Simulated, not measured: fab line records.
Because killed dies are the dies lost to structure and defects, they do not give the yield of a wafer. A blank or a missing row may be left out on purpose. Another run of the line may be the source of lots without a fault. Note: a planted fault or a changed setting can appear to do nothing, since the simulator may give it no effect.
fab line records + flow nand-harc
record
- lots=5
- wafers=15
- last-day=24
route steps=1159 shown P_BONDPAD@360 END@1159
lots that met no fault: taken from a fault-free run of the same line
start-h: start of the lot's first displayed wafer, in hours after the record's first day + wait-h: hours elapsed since this lot's preceding step + " identical to the entry in the row above + L1.1+2: several wafers, shown together as one row + - no value present, or no start provided + * or withheld: withheld + < > ~ a bound
route shown NAME@n: a module of which the file shows steps, and the number in the route of the first + usual: mean/standard deviation of fault-free wafers + same: alike in all rows + chamber/n: place in a boat + sites: readings site by site + _std_site: how widely they spread, as a standard deviation + _edge_site: the outer-site mean with the inner-site mean subtracted + radius-mm: for every site, how far away it sits from the centre of the wafer + mask NAME#n: copy n + behind: the last tool/chamber to shape the wafer + hold: what put the lot on hold/how long, in hours/how the hold closed + device: names the non-switching transistor (n, p or np) + end of line: the tests these same wafers got at the end of their route + for a step that has no rows: nothing shown but its recipe + killed: dies that structure and defects cost at the first sort, which is not the same as the wafer's yield + map: a wafer's dies, x killed, . not, _ none there
set.NAME: the run value of the setting; set.NAME@STEP: its run value at that earlier step + model.NAME: the simulator's own value behind a step, which no gauge read
lots at some steps of the route; a table a step, a row a wafer
services: the hour from which a tool's chamber was out of use, counted from the record's first day as start-h (under 0 if before that day), plus the number of hours and why
## steps
# step NHARC_P_BONDPAD_EBR_05
# step NHARC_P_BONDPAD_EXPOSE_06
# recipe
- na=0.55
- dose-mj=37.06
- mask-id=P_BPAD
# step NHARC_P_BONDPAD_PEB_07
# recipe
- peb-temp-c=128
- peb-time-s=80
# step NHARC_P_BONDPAD_DEVELOP_08
# recipe
- time-s=50
- dev-temp-c=22
# step NHARC_P_BONDPAD_CD_MEAS_09
# recipe
- target-cd-nm=500
- landing-energy-ev=500
# usual
- cd-nm=500.8/1.7
| lot.wafer | tool      | chamber | start-h | wait-h | cd-nm |
|-----------|-----------|---------|---------|--------|-------|
| L568.1    | cd-sem-01 | 0       | 132.04  | -      | 497.1 |
| L568.3    | "         | 0       | "       | "      | 499.9 |
| L568.5    | "         | 0       | "       | "      | 500.4 |
| L569.3    | cd-sem-01 | 0       | 139.41  | -      | 497.2 |
| L569.4    | "         | 0       | "       | "      | 499.3 |
| L569.5    | "         | 0       | "       | "      | 497.4 |
| L587.1    | cd-sem-02 | 0       | 248.91  | -      | 500.1 |
| L587.4    | "         | 0       | "       | "      | 503.0 |
| L587.5    | "         | 0       | "       | "      | 500.7 |
| L591.4    | cd-sem-03 | 0       | 259.32  | -      | 500.8 |
| L591.5    | "         | 0       | "       | "      | 499.9 |
| L591.6    | "         | 0       | "       | "      | 498.6 |
| L590.1    | cd-sem-01 | 0       | 259.80  | -      | 501.6 |
| L590.3    | "         | 0       | "       | "      | 503.9 |
| L590.6    | "         | 0       | "       | "      | 500.6 |
# step NHARC_P_BONDPAD_OVL_MEAS_38
# usual
- overlay-x-nm=-1/6.1
- overlay-y-nm=0/7
| lot.wafer | tool       | chamber | start-h | wait-h | overlay-x-nm | overlay-y-nm |
|-----------|------------|---------|---------|--------|--------------|--------------|
| L568.1    | overlay-01 | -       | 132.12  | -      | -8           | -3           |
| L568.3    | "          | -       | "       | "      | -8           | -3           |
| L568.5    | "          | -       | "       | "      | -7           | -2           |
| L569.3    | overlay-01 | -       | 139.49  | -      | 1            | 2            |
| L569.4    | "          | -       | "       | "      | 1            | 2            |
| L569.5    | "          | -       | "       | "      | 2            | 3            |
| L587.1    | overlay-01 | -       | 249.00  | -      | -3           | -8           |
| L587.4    | "          | -       | "       | "      | -3           | -8           |
| L587.5    | "          | -       | "       | "      | -4           | -7           |
| L591.4    | overlay-02 | -       | 259.41  | -      | 3            | -5           |
| L591.5    | "          | -       | "       | "      | 3            | -4           |
| L591.6    | "          | -       | "       | "      | 3            | -5           |
| L590.1    | overlay-02 | -       | 259.89  | -      | 9            | 11           |
| L590.3    | "          | -       | "       | "      | 9            | 11           |
| L590.6    | "          | -       | "       | "      | 9            | 11           |
# step NHARC_P_BONDPAD_HARDBAKE_10
# recipe
- temp-c=118
- time-s=65
# step NHARC_P_BONDPAD_DESCUM_11
# recipe
- time-s=3
- o2-flow-sccm=200
- ar-flow-sccm=0
- bias-power-w=0
- chemistry=O2
# usual
- drypump-motor-current-A=5.63/0.2
- oes-product-au=1.002/0.0099
- rf-vpp-V=58.0/0.87
- showerhead-plenum-p-Torr=1.97/0.051
- throttle-valve-pct=11.311/0.0085
| lot.wafer | tool        | chamber | start-h | wait-h | drypump-motor-current-A | oes-product-au | rf-hours-counter-h | rf-vpp-V | showerhead-plenum-p-Torr | throttle-valve-pct |
|-----------|-------------|---------|---------|--------|-------------------------|----------------|--------------------|----------|--------------------------|--------------------|
| L568.3    | rie-diel-10 | 0       | 132.25  | -      | 5.67                    | 1.018          | 11                 | 57.3     | 1.95                     | 11.314             |
| L568.1    | "           | 2       | "       | "      | 5.59                    | 0.996          | 11                 | 57.6     | 1.95                     | 11.313             |
| L568.5    | "           | 1       | "       | "      | 5.40                    | 1.002          | -                  | 56.2     | 1.94                     | 11.303             |
| L569.4    | rie-diel-10 | 1       | 139.63  | -      | 5.42                    | 0.997          | 12                 | 57.9     | 1.94                     | 11.316             |
| L569.3    | "           | 2       | "       | "      | 5.56                    | 1.006          | 12                 | 58.0     | 1.95                     | 11.321             |
| L569.5    | "           | 0       | "       | "      | 5.66                    | 1.018          | -                  | 58.4     | 1.95                     | 11.327             |
| L587.4    | rie-diel-10 | 2       | 249.13  | -      | 5.55                    | 1.007          | 7                  | 57.4     | 1.94                     | 11.310             |
| L587.1    | "           | 3       | "       | "      | 5.80                    | 0.992          | 7                  | 57.5     | 2.06                     | 11.301             |
| L587.5    | "           | 2       | "       | "      | 5.57                    | 1.010          | -                  | 59.1     | 1.94                     | 11.317             |
| L591.4    | rie-diel-10 | 0       | 259.54  | -      | 5.66                    | 1.008          | 8                  | 59.9     | 1.94                     | 11.326             |
| L591.5    | "           | 3       | "       | "      | 5.86                    | 0.996          | -                  | 58.5     | 2.06                     | 11.316             |
| L591.6    | "           | 0       | "       | "      | 5.66                    | 0.998          | -                  | 58.9     | 1.94                     | 11.314             |
| L590.3    | rie-diel-04 | 3       | 260.01  | -      | 6.05                    | 1.021          | 53                 | 58.0     | 1.90                     | 11.299             |
| L590.1    | "           | 1       | "       | "      | 5.19                    | 0.992          | 51                 | 58.6     | 2.00                     | 11.318             |
| L590.6    | "           | 0       | "       | "      | 5.77                    | 1.004          | -                  | 58.5     | 1.99                     | 11.295             |
# step NHARC_P_BONDPAD_ETCH_37
# recipe
- target-depth-a=600
- overetch-a=180
- time-s=65.91
- ion-energy-ev=200
- n2-flow-sccm=150
- h2-flow-sccm=150
- ar-flow-sccm=0
- rf-w=400
- bias-w=150
- chemistry=N2/H2
# usual
- drypump-motor-current-A=5.63/0.19
- oes-product-au=1.002/0.011
- rf-vpp-V=432.1/1.7
- run-length-s=87.3/0.55
- showerhead-plenum-p-Torr=2.10/0.057
- throttle-valve-pct=14.172/0.009
| lot.wafer | tool        | chamber | start-h | wait-h | drypump-motor-current-A | oes-product-au | rf-hours-counter-h | rf-vpp-V | run-length-s | showerhead-plenum-p-Torr | throttle-valve-pct |
|-----------|-------------|---------|---------|--------|-------------------------|----------------|--------------------|----------|--------------|--------------------------|--------------------|
| L568.3    | rie-diel-10 | 1       | 132.34  | 0.1    | 5.43                    | 1.006          | 11                 | 431.7    | 88.1         | 2.07                     | 14.168             |
| L568.1    | "           | 2       | "       | "      | 5.58                    | 0.988          | 11                 | 431.4    | 86.2         | 2.07                     | 14.165             |
| L568.5    | "           | 1       | "       | "      | 5.42                    | 0.994          | -                  | 431.8    | 87.8         | 2.07                     | 14.160             |
| L569.4    | rie-diel-10 | 0       | 139.72  | 0.1    | 5.66                    | 1.026          | 12                 | 432.5    | 87.2         | 2.08                     | 14.171             |
| L569.3    | "           | 1       | "       | "      | 5.40                    | 1.004          | 12                 | 430.9    | 87.7         | 2.07                     | 14.179             |
| L569.5    | "           | 3       | "       | "      | 5.85                    | 1.001          | -                  | 435.8    | 87.7         | 2.20                     | 14.161             |
| L587.1    | rie-diel-10 | 2       | 249.22  | 0.1    | 5.59                    | 1.013          | 7                  | 431.7    | 86.9         | 2.07                     | 14.176             |
| L587.4    | "           | 3       | "       | "      | 5.89                    | 0.992          | 7                  | 436.0    | 87.5         | 2.20                     | 14.181             |
| L587.5    | "           | 1       | "       | "      | 5.41                    | 0.997          | -                  | 431.0    | 87.7         | 2.07                     | 14.182             |
| L591.4    | rie-diel-10 | 1       | 259.62  | 0.1    | 5.41                    | 0.983          | 9                  | 430.4    | 87.8         | 2.07                     | 14.173             |
| L591.5    | "           | 0       | "       | "      | 5.67                    | 1.002          | -                  | 432.1    | 86.9         | 2.07                     | 14.184             |
| L591.6    | "           | 1       | "       | "      | 5.42                    | 0.986          | -                  | 430.7    | 88.0         | 2.07                     | 14.173             |
| L590.3    | rie-diel-04 | 2       | 260.10  | 0.1    | 5.57                    | 1.008          | 50                 | 433.1    | 87.8         | 2.13                     | 14.149             |
| L590.1    | "           | 3       | "       | "      | 6.04                    | 1.018          | 53                 | 430.8    | 87.6         | 2.03                     | 14.184             |
| L590.6    | "           | 3       | "       | "      | 6.06                    | 1.018          | -                  | 429.5    | 87.1         | 2.03                     | 14.169             |
# step NHARC_P_BONDPAD_ETCH_12
# recipe
- target-depth-a=2000
- time-s=100
- chf3-flow-sccm=50
- o2-flow-sccm=10
- ar-flow-sccm=200
- rf-w=500
- bias-w=200
- chemistry=CHF3/O2
# usual
- drypump-motor-current-A=5.65/0.2
- oes-product-au=0.942/0.022
- rf-vpp-V=372.1/1.6
- run-length-s=121.4/0.57
- showerhead-plenum-p-Torr=2.47/0.063
- throttle-valve-pct=20.573/0.0094
| lot.wafer | tool        | chamber | start-h | wait-h | drypump-motor-current-A | oes-product-au | rf-hours-counter-h | rf-vpp-V | run-length-s | showerhead-plenum-p-Torr | throttle-valve-pct |
|-----------|-------------|---------|---------|--------|-------------------------|----------------|--------------------|----------|--------------|--------------------------|--------------------|
| L568.3    | rie-diel-10 | 2       | -       | -      | 5.57                    | 0.923          | 11                 | 370.5    | 120.3        | 2.44                     | 20.587             |
| L568.1    | "           | 3       | "       | "      | 5.83                    | 0.935          | 11                 | 374.7    | 121.5        | 2.58                     | 20.596             |
| L568.5    | "           | 2       | "       | "      | 5.59                    | 0.920          | -                  | 371.7    | 120.5        | 2.44                     | 20.556             |
| L569.4    | rie-diel-10 | 3       | -       | -      | 5.82                    | 0.940          | 11                 | 374.5    | 121.8        | 2.58                     | 20.580             |
| L569.3    | "           | 0       | "       | "      | 5.69                    | 0.950          | 12                 | 371.3    | 120.9        | 2.44                     | 20.581             |
| L569.5    | "           | 1       | "       | "      | 5.42                    | 0.931          | -                  | 370.6    | 122.3        | 2.44                     | 20.587             |
| L587.4    | rie-diel-10 | 0       | -       | -      | 5.67                    | 0.934          | 6                  | 371.1    | 121.1        | 2.44                     | 20.586             |
| L587.1    | "           | 1       | "       | "      | 5.42                    | 0.913          | 7                  | 371.1    | 122.2        | 2.43                     | 20.579             |
| L587.5    | "           | 3       | "       | "      | 5.89                    | 0.917          | -                  | 373.9    | 121.4        | 2.57                     | 20.566             |
| L591.4    | rie-diel-10 | 1       | -       | -      | 5.40                    | 0.925          | 9                  | 370.5    | 122.0        | 2.43                     | 20.581             |
| L591.5    | "           | 3       | "       | "      | 5.86                    | 0.917          | -                  | 374.0    | 121.5        | 2.57                     | 20.570             |
| L591.6    | "           | 0       | "       | "      | 5.68                    | 0.926          | -                  | 370.9    | 121.2        | 2.44                     | 20.586             |
| L590.3    | rie-diel-04 | 0       | -       | -      | 5.79                    | 0.960          | 52                 | 372.4    | 121.0        | 2.49                     | 20.581             |
| L590.1    | "           | 1       | "       | "      | 5.17                    | 0.975          | 51                 | 371.6    | 121.3        | 2.51                     | 20.563             |
| L590.6    | "           | 3       | "       | "      | 6.03                    | 0.975          | -                  | 370.4    | 121.7        | 2.39                     | 20.564             |
# step NHARC_P_BONDPAD_CD_MEAS_13
# usual
- cd-nm=500.3/1.8
| lot.wafer | tool      | chamber | start-h | wait-h | cd-nm |
|-----------|-----------|---------|---------|--------|-------|
| L568.1    | cd-sem-03 | -       | 132.56  | -      | 497.2 |
| L568.3    | "         | -       | "       | "      | 499.8 |
| L568.5    | "         | -       | "       | "      | 500.4 |
| L569.3    | cd-sem-01 | -       | 139.94  | -      | 497.4 |
| L569.4    | "         | -       | "       | "      | 498.5 |
| L569.5    | "         | -       | "       | "      | 497.0 |
| L587.1    | cd-sem-01 | -       | 249.44  | -      | 498.7 |
| L587.4    | "         | -       | "       | "      | 501.8 |
| L587.5    | "         | -       | "       | "      | 500.2 |
| L591.4    | cd-sem-01 | -       | 259.85  | -      | 499.8 |
| L591.5    | "         | -       | "       | "      | 499.6 |
| L591.6    | "         | -       | "       | "      | 498.4 |
| L590.1    | cd-sem-01 | -       | 260.33  | -      | 501.9 |
| L590.3    | "         | -       | "       | "      | 504.6 |
| L590.6    | "         | -       | "       | "      | 501.1 |
# step NHARC_P_BONDPAD_STRIP_15
# recipe
- o2-flow-sccm=500
- ar-flow-sccm=0
- bias-w=0
- chemistry=O2
# usual
- drypump-motor-current-A=5.63/0.23
- oes-product-au=1.002/0.011
- rf-vpp-V=58.2/0.92
- showerhead-plenum-p-Torr=3.63/0.086
- throttle-valve-pct=17.037/0.0092
| lot.wafer | tool        | chamber | start-h | wait-h | drypump-motor-current-A | oes-product-au | rf-hours-counter-h | rf-vpp-V | showerhead-plenum-p-Torr | throttle-valve-pct |
|-----------|-------------|---------|---------|--------|-------------------------|----------------|--------------------|----------|--------------------------|--------------------|
| L568.3    | rie-diel-10 | 3       | 132.65  | 0.1    | 5.86                    | 1.009          | 11                 | 58.0     | 3.78                     | 17.036             |
| L568.1    | "           | 1       | "       | "      | 5.41                    | 1.014          | 11                 | 55.9     | 3.58                     | 17.025             |
| L568.5    | "           | 3       | "       | "      | 5.80                    | 1.014          | -                  | 59.3     | 3.78                     | 17.054             |
| L569.3    | rie-diel-04 | 0       | 140.01  | 0.1    | 5.78                    | 0.997          | 7                  | 58.6     | 3.68                     | 17.049             |
| L569.4    | "           | 2       | "       | "      | 5.65                    | 1.017          | 6                  | 58.3     | 3.70                     | 17.038             |
| L569.5    | "           | 1       | "       | "      | 5.20                    | 0.992          | -                  | 57.7     | 3.71                     | 17.041             |
| L587.4    | rie-diel-04 | 1       | 249.52  | 0.1    | 5.18                    | 1.004          | 47                 | 58.1     | 3.69                     | 17.031             |
| L587.1    | "           | 3       | "       | "      | 6.06                    | 1.004          | 49                 | 57.7     | 3.51                     | 17.039             |
| L587.5    | "           | 2       | "       | "      | 5.60                    | 1.018          | -                  | 58.4     | 3.68                     | 17.045             |
| L591.4    | rie-diel-10 | 1       | 259.92  | 0.1    | 5.39                    | 0.993          | 9                  | 58.9     | 3.57                     | 17.027             |
| L591.5    | "           | 1       | "       | "      | 5.42                    | 0.995          | -                  | 58.9     | 3.57                     | 17.029             |
| L591.6    | "           | 2       | "       | "      | 5.55                    | 1.001          | -                  | 59.1     | 3.58                     | 17.030             |
| L590.1    | rie-diel-10 | 3       | 260.40  | 0.1    | 5.83                    | 0.988          | 9                  | 57.6     | 3.77                     | 17.034             |
| L590.3    | "           | 0       | "       | "      | 5.69                    | 1.004          | 8                  | 56.9     | 3.58                     | 17.030             |
| L590.6    | "           | 3       | "       | "      | 5.86                    | 0.988          | -                  | 58.0     | 3.77                     | 17.042             |
# step NHARC_P_BONDPAD_ETCH_24
# recipe
- target-depth-a=300
- over-etch-frac=0.3
- time-s=72.99
- ion-energy-ev=150
- cf4-flow-sccm=50
- n2-flow-sccm=100
- ar-flow-sccm=150
- rf-w=300
- bias-w=100
- chemistry=CF4/N2
# usual
- drypump-motor-current-A=5.64/0.22
- oes-product-au=1.002/0.011
- rf-vpp-V=315.4/1.3
- run-length-s=94.4/0.52
- showerhead-plenum-p-Torr=2.70/0.065
- throttle-valve-pct=19.793/0.0087
# same
- over-etch-frac=0.3
| lot.wafer | tool        | chamber | start-h | wait-h | drypump-motor-current-A | oes-product-au | rf-hours-counter-h | rf-vpp-V | run-length-s | showerhead-plenum-p-Torr | throttle-valve-pct |
|-----------|-------------|---------|---------|--------|-------------------------|----------------|--------------------|----------|--------------|--------------------------|--------------------|
| L568.3    | rie-diel-10 | 2       | 132.79  | -      | 5.57                    | 1.002          | 11                 | 315.4    | 93.8         | 2.67                     | 19.799             |
| L568.1    | "           | 0       | "       | "      | 5.70                    | 1.015          | 11                 | 314.3    | 94.3         | 2.67                     | 19.795             |
| L568.5    | "           | 3       | "       | "      | 5.84                    | 1.006          | -                  | 317.2    | 95.0         | 2.82                     | 19.790             |
| L569.3    | rie-diel-04 | 0       | 140.18  | -      | 5.75                    | 1.000          | 7                  | 316.6    | 94.0         | 2.74                     | 19.787             |
| L569.4    | "           | 1       | "       | "      | 5.19                    | 0.999          | 6                  | 316.0    | 94.3         | 2.76                     | 19.790             |
| L569.5    | "           | 2       | "       | "      | 5.59                    | 1.013          | -                  | 317.3    | 94.7         | 2.76                     | 19.772             |
| L587.1    | rie-diel-04 | 2       | 249.68  | -      | 5.67                    | 1.014          | 45                 | 316.3    | 94.7         | 2.74                     | 19.792             |
| L587.4    | "           | 3       | "       | "      | 6.04                    | 1.025          | 49                 | 313.8    | 94.6         | 2.61                     | 19.798             |
| L587.5    | "           | 0       | "       | "      | 5.76                    | 0.999          | -                  | 314.4    | 77.0         | 2.72                     | 19.791             |
| L591.4    | rie-diel-10 | 1       | 260.09  | -      | 5.46                    | 0.998          | 9                  | 314.7    | 95.0         | 2.66                     | 19.794             |
| L591.5    | "           | 2       | "       | "      | 5.57                    | 1.015          | -                  | 313.7    | 93.8         | 2.66                     | 19.791             |
| L591.6    | "           | 3       | "       | "      | 5.86                    | 0.990          | -                  | 314.9    | 94.8         | 2.81                     | 19.804             |
| L590.3    | rie-diel-10 | 1       | 260.57  | -      | 5.43                    | 0.987          | 9                  | 313.5    | 95.0         | 2.66                     | 19.805             |
| L590.1    | "           | 2       | "       | "      | 5.56                    | 1.005          | 8                  | 315.6    | 93.3         | 2.66                     | 19.791             |
| L590.6    | "           | 3       | "       | "      | 5.86                    | 0.995          | -                  | 317.1    | 94.8         | 2.81                     | 19.790             |
# step NHARC_P_BONDPAD_STRIP_16
# recipe
- time-s=600
- temp-c=30
- chemistry=post-etch-residue-remover
# step NHARC_END_SORT_01
# recipe
- temp-c=25
# usual
- defect-limited-yield=95.5/1.3
- killed-at-array=27/8.8
- killed-at-other=0.4/0.82
- killed-at-periphery=3.1/2.1
- killed-dies=31/8.8
- killed-open=3.3/2
- killed-short=2.0/1.4
- sort_bin_2_pct=1.3/0.56
- sort_bin_3_pct=0.25/0.21
- sort_bin_4_pct=2.9/0.89
- sort-n-pass=646/8.8
- sort-rim-yield-pct=95.8/2.7
- sort-yield-pct=95.5/1.3
# same
- gross-dies=677
- sort_bin_5_pct[%]=0
- sort_bin_6_pct[%]=0
- sort_bin_7_pct[%]=0
- sort_bin_8_pct[%]=0
- sort-rim-n-gross=106.00
| lot.wafer | tool      | chamber | start-h | wait-h | defect-limited-yield[%] | killed-at-array | killed-at-other | killed-at-periphery | killed-dies | killed-open | killed-short | sort_bin_2_pct[%] | sort_bin_3_pct[%] | sort_bin_4_pct[%] | sort-n-pass | sort-rim-yield-pct[%] | sort-yield-pct[%] |
|-----------|-----------|---------|---------|--------|-------------------------|-----------------|-----------------|---------------------|-------------|-------------|--------------|-------------------|-------------------|-------------------|-------------|-----------------------|-------------------|
| L568.1    | prober-01 | 0       | 458.93  | 2.5    | 95.9                    | 27              | 0               | 1                   | 28          | 3           | 6            | 0.9               | 0.15              | 3.1               | 649         | 95.3                  | 95.9              |
| L568.3    | prober-01 | 0       | 460.55  | 3.1    | 96.8                    | 21              | 0               | 1                   | 22          | 2           | 1            | 1.0               | 0.30              | 1.9               | 655         | 95.3                  | 96.8              |
| L568.5    | prober-01 | 0       | 462.16  | 3.7    | 95.4                    | 28              | 0               | 3                   | 31          | 2           | 3            | 1.2               | 0.30              | 3.1               | 646         | 94.3                  | 95.4              |
| L569.3    | prober-01 | 0       | 468.36  | 3.1    | 97.0                    | 18              | 0               | 2                   | 20          | 2           | 1            | 1.0               | 0.44              | 1.5               | 657         | 97.2                  | 97.0              |
| L569.4    | prober-01 | 0       | 469.16  | 3.4    | 97.2                    | 16              | 0               | 3                   | 19          | 6           | 0            | 1.3               | 0                 | 1.5               | 658         | 97.2                  | 97.2              |
| L569.5    | prober-01 | 0       | 469.96  | 3.7    | 96.0                    | 22              | 0               | 5                   | 27          | 4           | 2            | 1.0               | 0.15              | 2.8               | 650         | 95.3                  | 96.0              |
| L587.1    | prober-01 | 0       | 553.89  | 2.5    | 95.4                    | 26              | 0               | 5                   | 31          | 2           | 2            | 1.2               | 0.30              | 3.1               | 646         | 88.7                  | 95.4              |
| L587.4    | prober-01 | 0       | 556.27  | 3.4    | 94.5                    | 32              | 0               | 5                   | 37          | 2           | 2            | 2.2               | 0.30              | 3.0               | 640         | 94.3                  | 94.5              |
| L587.5    | prober-01 | 0       | 557.07  | 3.7    | 95.3                    | 30              | 0               | 2                   | 32          | 3           | 1            | 1.0               | 0.15              | 3.5               | 645         | 93.4                  | 95.3              |
| L590.1    | prober-02 | 0       | 569.33  | 2.5    | 92.9                    | 45              | 0               | 3                   | 48          | 1           | 3            | 2.5               | 0.44              | 4.1               | 629         | 94.3                  | 92.9              |
| L590.3    | prober-02 | 0       | 570.91  | 3.1    | 92.6                    | 48              | 0               | 2                   | 50          | 4           | 1            | 3.1               | 0.15              | 4.1               | 627         | 93.4                  | 92.6              |
| L590.6    | prober-02 | 0       | 573.27  | 3.9    | 91.6                    | 56              | 0               | 1                   | 57          | 7           | 0            | 2.4               | 0.44              | 5.6               | 620         | 96.2                  | 91.6              |
| L591.4    | prober-01 | 0       | 573.90  | 3.4    | 94.1                    | 35              | 1               | 4                   | 40          | 3           | 5            | 1.3               | 0.74              | 3.8               | 637         | 88.7                  | 94.1              |
| L591.5    | prober-01 | 0       | 574.69  | 3.6    | 94.1                    | 38              | 0               | 2                   | 40          | 1           | 2            | 1.9               | 0.59              | 3.4               | 637         | 92.5                  | 94.1              |
| L591.6    | prober-01 | 0       | 575.48  | 3.9    | 94.1                    | 36              | 0               | 4                   | 40          | 2           | 5            | 2.1               | 0.44              | 3.4               | 637         | 92.5                  | 94.1              |
# killed by level:class
L568.1 A_SLIT:chamber-film-flake=7 A_CONTACT:chamber-film-flake=7 A_WL_FILL:geometric-particle:short=3 A_STAIRCASE:chamber-film-flake=3 A_CONTACT:geometric-particle:open=2 P_GATE:geometric-particle:short=1 A_ONON_D1:geometric-particle:short=1 A_CHANNEL_HOLE_D1:geometric-particle:open=1
L568.3 A_CONTACT:chamber-film-flake=7 A_SLIT:chamber-film-flake=5 A_ZERO_WELL:chamber-film-flake=3 A_STAIRCASE:chamber-film-flake=3 P_M0:geometric-particle:open=1 A_WL_FILL:geometric-particle:open=1 A_M0:geometric-particle:short=1 A_CHANNEL_HOLE_D1:chamber-film-flake=1
L568.5 A_SLIT:chamber-film-flake=10 A_STAIRCASE:chamber-film-flake=7 A_CONTACT:chamber-film-flake=5 A_ZERO_WELL:chamber-film-flake=3 P_M0:geometric-particle:short=2 P_M0:geometric-particle:open=1 A_CONTACT:geometric-particle:short=1 A_CONTACT:geometric-particle:open=1
L569.3 A_WL_FILL:chamber-film-flake=6 A_STAIRCASE:chamber-film-flake=3 A_SGD_CUT:chamber-film-flake=2 A_CONTACT:chamber-film-flake=2 P_CONTACT:geometric-particle:open=1 A_ONON_D1:geometric-particle:short=1 A_CONTACT:geometric-particle:open=1 P_GATE:chamber-film-flake=1
L569.4 A_WL_FILL:chamber-film-flake=3 A_CHANNEL_HOLE_D1:chamber-film-flake=2 A_STAIRCASE:chamber-film-flake=2 A_SGD_CUT:chamber-film-flake=2 P_CONTACT:geometric-particle:open=1 P_M2:geometric-particle:open=1 A_ONON_D1:geometric-particle:open=1 A_CONTACT:geometric-particle:open=1
L569.5 A_STAIRCASE:chamber-film-flake=6 A_CONTACT:chamber-film-flake=4 A_SGD_CUT:chamber-film-flake=3 A_WL_FILL:chamber-film-flake=3 P_GATE:geometric-particle:open=2 A_CHANNEL_HOLE_D1:chamber-film-flake=2 P_M0:geometric-particle:open=1 A_CHANNEL_HOLE_D1:geometric-particle:open=1
L587.1 A_SLIT:chamber-film-flake=16 A_CHANNEL_FILL_D1:chamber-film-flake=4 P_STI:chamber-film-flake=2 P_M1:chamber-film-flake=2 A_STAIRCASE:chamber-film-flake=2 P_M2:geometric-particle:open=1 A_CHANNEL_HOLE_D1:geometric-particle:short=1 A_SLIT:geometric-particle:open=1
L587.4 A_SLIT:chamber-film-flake=13 A_CHANNEL_HOLE_D1:chamber-film-flake=5 A_CONTACT:chamber-film-flake=4 P_M1:chamber-film-flake=3 A_STAIRCASE:chamber-film-flake=3 A_WL_FILL:chamber-film-flake=3 P_M2:geometric-particle:open=1 A_ONON_D1:geometric-particle:short=1
L587.5 A_SLIT:chamber-film-flake=14 A_CHANNEL_HOLE_D1:chamber-film-flake=4 A_CONTACT:chamber-film-flake=4 A_WL_FILL:chamber-film-flake=3 P_M1:geometric-particle:short=1 A_ONON_D1:geometric-particle:open=1 A_CHANNEL_FILL_D1:geometric-particle:open=1 A_STAIRCASE:geometric-particle:open=1
L590.1 A_CHANNEL_HOLE_D1:chamber-film-flake=19 A_SLIT:chamber-film-flake=13 A_CONTACT:chamber-film-flake=5 A_WL_FILL:chamber-film-flake=3 A_BLC:chamber-film-flake=2 P_CONTACT:geometric-particle:short=1 P_CONTACT:geometric-particle:open=1 A_ONON_D1:geometric-particle:short=1
L590.3 A_CHANNEL_HOLE_D1:chamber-film-flake=17 A_SLIT:chamber-film-flake=15 A_CONTACT:chamber-film-flake=5 A_CHANNEL_FILL_D1:chamber-film-flake=2 A_STAIRCASE:chamber-film-flake=2 P_CONTACT:geometric-particle:open=1 A_SOURCE_PLATE:geometric-particle:open=1 A_ONON_D1:geometric-particle:short=1
L590.6 A_CHANNEL_HOLE_D1:chamber-film-flake=25 A_SLIT:chamber-film-flake=14 A_CONTACT:chamber-film-flake=5 A_CONTACT:geometric-particle:open=4 A_WL_FILL:chamber-film-flake=3 A_SOURCE_PLATE:geometric-particle:open=1 A_BLC:geometric-particle:open=1 A_M0:geometric-particle:open=1
L591.4 A_SLIT:chamber-film-flake=11 A_CHANNEL_HOLE_D1:chamber-film-flake=9 A_CONTACT:chamber-film-flake=5 A_STAIRCASE:chamber-film-flake=4 A_SGD_CUT:geometric-particle:short=2 A_WL_FILL:geometric-particle:short=2 P_M1:chamber-film-flake=2 P_CONTACT:geometric-particle:short=1
L591.5 A_SLIT:chamber-film-flake=16 A_CONTACT:chamber-film-flake=10 A_STAIRCASE:chamber-film-flake=6 A_CHANNEL_HOLE_D1:chamber-film-flake=4 P_CONTACT:geometric-particle:open=1 A_ONON_D1:geometric-particle:short=1 A_M1:geometric-particle:short=1 P_M1:chamber-film-flake=1
L591.6 A_SLIT:chamber-film-flake=15 A_CONTACT:chamber-film-flake=6 A_STAIRCASE:chamber-film-flake=5 P_M1:chamber-film-flake=3 A_ONON_D1:geometric-particle:short=2 A_CHANNEL_FILL_D1:geometric-particle:short=2 A_CHANNEL_HOLE_D1:chamber-film-flake=2 A_WL_FILL:chamber-film-flake=2
## services
| tool        | chamber | start-h | hours | kind       |
|-------------|---------|---------|-------|------------|
| rie-diel-10 | 3       | 109.29  | 4.2   | repair     |
| rie-diel-04 | -       | 111.90  | 9.0   | pm         |
| rie-diel-10 | 0       | 131.00  | -     | clean      |
| rie-diel-10 | 1       | 131.00  | -     | clean      |
| rie-diel-10 | 2       | 131.00  | -     | clean      |
| rie-diel-10 | 3       | 131.00  | -     | clean      |
| rie-diel-10 | 0       | 155.52  | -     | clean      |
| rie-diel-10 | 1       | 155.52  | -     | clean      |
| rie-diel-10 | 2       | 155.52  | -     | clean      |
| rie-diel-10 | 3       | 155.52  | -     | clean      |
| rie-diel-04 | 2       | 157.57  | 3.5   | repair     |
| rie-diel-10 | -       | 176.50  | 9.0   | pm         |
| rie-diel-10 | 0       | 176.50  | 9.0   | vent-cycle |
| rie-diel-10 | 1       | 176.50  | 9.0   | vent-cycle |
| rie-diel-10 | 2       | 176.50  | 9.0   | vent-cycle |
| rie-diel-10 | 3       | 176.50  | 9.0   | vent-cycle |
| rie-diel-10 | 0       | 185.50  | -     | clean      |
| rie-diel-10 | 1       | 185.50  | -     | clean      |
| rie-diel-10 | 2       | 185.50  | -     | clean      |
| rie-diel-10 | 3       | 185.50  | -     | clean      |
| rie-diel-10 | -       | 190.90  | 0.1   | repair     |
| rie-diel-10 | 0       | 210.00  | -     | clean      |
| rie-diel-10 | 1       | 210.00  | -     | clean      |
| rie-diel-10 | 0       | 210.45  | 7.4   | repair     |
## key
first-sign
- step=NHARC_P_BONDPAD_ETCH_24
- reading=run-length-s
- direction=down
- sigmas=33
- usual=*
- struck=*
effect none on later readings
met-at NHARC_P_BONDPAD_ETCH_24
struck-wafers L587.5
onset-between 140.18 249.68
fault
- kind=process-parameter-drift
- tool=rie-diel-04
- chamber=0
- onset-h=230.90
- steps=NHARC_P_BONDPAD_ETCH_24
- channel=time-s
- offset=*
- shape=step
- end-h=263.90
- acts-in=*
- stated=*
